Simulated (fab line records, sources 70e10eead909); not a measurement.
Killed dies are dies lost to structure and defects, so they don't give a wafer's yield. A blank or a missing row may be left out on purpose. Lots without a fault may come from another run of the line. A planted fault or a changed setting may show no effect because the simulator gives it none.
Chamber matching | flow nand_harc | NHARC_A_BLC_CMP_25 on cmp-02: 4 sister chambers
The step polishes, t overpolish 30 s, target thk 150 nm. 8 wafers are shown with their chamber, then 9 later ones without.

WAFERS WITH THEIR CHAMBER
wafer  | chamber | motor_current_A (A) | overpolish_run_s (s)
L081.2 | 0       | 12.8                | 30.001
L083.1 | 2       | 11.7                | 30.007
L083.4 | 1       | 11.8                | 29.978
L084.5 | 2       | 11.4                | 30.003
L084.6 | 3       | 12.8                | 29.998
L089.2 | 3       | 12.9                | 30.007
L089.3 | 0       | 12.7                | 30.006
L089.5 | 1       | 12.5                | 29.990

WAFERS WITHOUT THEIR CHAMBER
wafer  | motor_current_A (A) | overpolish_run_s (s)
L087.2 | 11.8                | 30.006
L087.4 | 12.6                | 29.980
L087.6 | 11.7                | 29.995
L093.4 | 12.6                | 29.989
L093.5 | 12.1                | 30.000
L093.6 | 12.3                | 30.001
L095.1 | 13.0                | 30.005
L095.2 | 11.1                | 30.005
L095.6 | 12.1                | 29.976

WHICH CHAMBER EACH WENT THROUGH
wafer  | from the rows above               | in truth
L087.2 | 2                                 | 2
L087.4 | 1                                 | 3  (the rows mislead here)
L087.6 | can't be placed: 2 or 1           | 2
L093.4 | can't be placed: 1 or 3 or 0      | 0
L093.5 | can't be placed: 2 or 0 or 3 or 1 | 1
L093.6 | can't be placed: 0 or 3 or 2 or 1 | 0
L095.1 | can't be placed: 3 or 0           | 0
L095.2 | 2                                 | 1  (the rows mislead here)
L095.6 | 1                                 | 1
Placed correctly: 2 of 9. Can't be placed from these rows: 5 (the true chamber is among the candidates in 5). Placed wrongly: 2.
How it was worked out, from the rows above alone: a wafer's distance from a chamber is the root of the sum, over the readings, of the square of ((its reading less the chamber's mean) divided by the reading's scatter). The wafer belongs to the nearest chamber; if the next one is less than 2 further off, it can't be placed. A chamber's mean is the mean of its shown wafers. The scatter: the root of (the sum of the squares of (reading less its chamber's mean) over the shown wafers, divided by (wafers less chambers)).
